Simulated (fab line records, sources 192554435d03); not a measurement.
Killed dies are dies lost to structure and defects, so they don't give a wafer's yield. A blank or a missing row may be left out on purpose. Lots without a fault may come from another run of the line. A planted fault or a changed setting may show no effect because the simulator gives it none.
Which tool did it? | flow n5_finfet | 9 lots, 27 wafers sampled, at 3 steps of a route of 1938

WHAT THE GAUGES READ, wafer by wafer
N5_BEOL_M4_RC_MEAS_101. Usual: DIBL_N 36.5 mV/V, standard deviation 2; DIBL_P 36.5 mV/V, standard deviation 2.3; IOFF_N 0.16 nA/um, standard deviation 0.036; IOFF_P 0.21 nA/um, standard deviation 0.037; ION_N 672 uA/um, standard deviation 12; ION_P 459 uA/um, standard deviation 7.1; SS_N 71.6 mV/dec, standard deviation 0.73; SS_P 73.4 mV/dec, standard deviation 0.76; VT_N 250 mV, standard deviation 3.3; VT_P -250.5 mV, standard deviation 2.9.
lot  | measured     | on        | DIBL_N (mV/V)  | DIBL_P (mV/V)  | IOFF_N (nA/um) | IOFF_P (nA/um) | ION_N (uA/um) | ION_P (uA/um) | SS_N (mV/dec)  | SS_P (mV/dec)  | VT_N (mV)   | VT_P (mV)            | flag
L424 | day 8 21:33  | prober-02 | 36.7 34.8 35.7 | 36.7 35.0 36.1 | 0.18 0.14 0.16 | 0.21 0.19 0.20 | 680 679 670   | 458 463 464   | 71.9 71.4 71.3 | 73.9 73.4 73.5 | 246 251 249 | -251.4 -252.9 -251.7 |
L425 | day 9 07:25  | prober-01 | 40.0 40.9 35.9 | 39.5 41.1 34.9 | 0.23 0.25 0.14 | 0.28 0.32 0.19 | 695 679 657   | 472 457 451   | 72.2 72.4 71.0 | 74.4 74.7 73.1 | 246 245 251 | -246.4 -248.5 -251.8 |
L427 | day 9 09:58  | prober-02 | 37.3 36.1 35.4 | 35.9 35.1 33.9 | 0.20 0.18 0.17 | 0.24 0.24 0.21 | 665 679 689   | 450 467 470   | 71.8 71.3 71.3 | 73.2 73.1 73.8 | 244 249 246 | -250.3 -250.9 -248.8 |
L433 | day 11 17:28 | prober-01 | 38.3 39.4 38.6 | 36.8 37.8 37.5 | 0.19 0.24 0.21 | 0.25 0.27 0.27 | 684 693 680   | 464 465 462   | 71.7 72.8 72.3 | 74.4 74.5 74.3 | 245 243 247 | -248.6 -247.5 -247.8 |
L435 | day 11 17:46 | prober-02 | 38.6 36.4 38.8 | 38.0 35.2 38.0 | 0.19 0.14 0.18 | 0.24 0.18 0.23 | 666 649 664   | 449 452 457   | 72.4 72.4 72.6 | 73.0 72.6 73.2 | 248 254 253 | -249.1 -252.1 -249.6 |
L438 | day 12 16:20 | prober-01 | 36.3 36.5 36.8 | 34.2 35.2 35.0 | 0.15 0.15 0.15 | 0.18 0.19 0.19 | 670 683 663   | 454 465 453   | 71.7 71.3 72.0 | 73.4 73.0 73.7 | 251 248 254 | -254.5 -249.9 -252.3 |
L440 | day 13 08:45 | prober-02 | 36.0 32.4 38.2 | 36.4 33.5 40.1 | 0.16 0.12 0.22 | 0.20 0.16 0.26 | 654 668 693   | 452 463 474   | 72.2 70.2 72.2 | 73.7 72.5 73.2 | 251 250 244 | -253.1 -252.6 -248.4 |
L443 | day 13 21:25 | prober-01 | 38.1 37.5 37.7 | 41.2 39.5 39.4 | 0.24 0.21 0.21 | 0.30 0.26 0.26 | 691 684 661   | 474 467 449   | 72.1 71.8 72.3 | 73.9 74.3 74.0 | 243 248 247 | -243.0 -246.6 -245.4 |
L444 | day 14 20:04 | prober-01 | 38.1 39.1 38.8 | 40.2 40.6 41.3 | 0.19 0.22 0.21 | 0.21 0.23 0.23 | 671 682 675   | 457 457 456   | 71.6 72.8 72.4 | 75.2 74.2 74.7 | 249 246 248 | -250.8 -251.5 -248.9 |

N5_BEOL_M11_RS_MEAS_57: measures by four-point-probe. Usual: M11_RS 0.153 ohm/sq, standard deviation 0.0035.
lot  | measured     | on            | M11_RS (ohm/sq)   | flag
L424 | day 11 19:42 | film_metro-02 | 0.147 0.157 0.148 |
L425 | day 12 00:16 | film_metro-01 | 0.153 0.153 0.147 |
L427 | day 11 22:46 | film_metro-01 | 0.154 0.152 0.149 |
L433 | day 14 16:29 | film_metro-02 | 0.148 0.152 0.146 |
L435 | day 14 21:33 | film_metro-01 | 0.150 0.153 0.150 |
L438 | day 15 18:38 | film_metro-01 | 0.154 0.160 0.156 |
L440 | day 16 10:40 | film_metro-02 | 0.148 0.145 0.152 |
L443 | day 17 00:35 | film_metro-02 | 0.155 0.155 0.151 |
L444 | day 17 17:41 | film_metro-02 | 0.151 0.155 0.154 |

N5_BEOL_M12_CD_MEAS_28: target cd 160.2 nm. Usual: cd_nm 159.1 nm, standard deviation 1.7.
lot  | measured     | on        | cd_nm (nm)        | flag
L424 | day 11 21:18 | cd_sem-03 | 161.5 160.2 160.1 |
L425 | day 12 01:40 | cd_sem-02 | 159.7 160.2 158.6 |
L427 | day 12 00:11 | cd_sem-03 | 158.7 158.8 159.3 |
L433 | day 14 18:06 | cd_sem-01 | 160.8 160.1 158.1 |
L435 | day 14 23:08 | cd_sem-01 | 161.3 162.8 160.9 |
L438 | day 15 20:14 | cd_sem-03 | 157.5 158.7 158.4 |
L440 | day 16 12:08 | cd_sem-01 | 158.8 159.3 159.1 |
L443 | day 17 02:15 | cd_sem-01 | 159.8 159.9 160.2 |
L444 | day 17 19:14 | cd_sem-03 | 158.2 157.0 157.9 |

WHICH TOOL RAN EACH LOT (tool, then ch and the chambers of the sampled wafers, then the start)
The record holds no process step before these readings.

WHAT THE TOOLS THEMSELVES READ (means of the sampled wafers that have a number; where no wafer has one, the mark that the record gives instead)
The record holds no such reading with a usual standard deviation.

THE ANSWER, worked out from the rows above alone
Rule: a lot is off if the mean of its wafers that have a number lies more than 3 standard deviations from the usual mean. A lot without any number at a reading at which 4 lots or more have one is off too. The other lots that the step has rows for count as sound. The gauges are gone through in route order, then the tools' own readings, and for those a lot's mean is taken as printed above. The first step at which some lot is off is used, and at that step the reading that is off furthest; a lot without a number counts as furthest.
No lot is off at any reading shown: from this, nothing can be told.

WHAT THE SIMULATOR HAD PUT IN
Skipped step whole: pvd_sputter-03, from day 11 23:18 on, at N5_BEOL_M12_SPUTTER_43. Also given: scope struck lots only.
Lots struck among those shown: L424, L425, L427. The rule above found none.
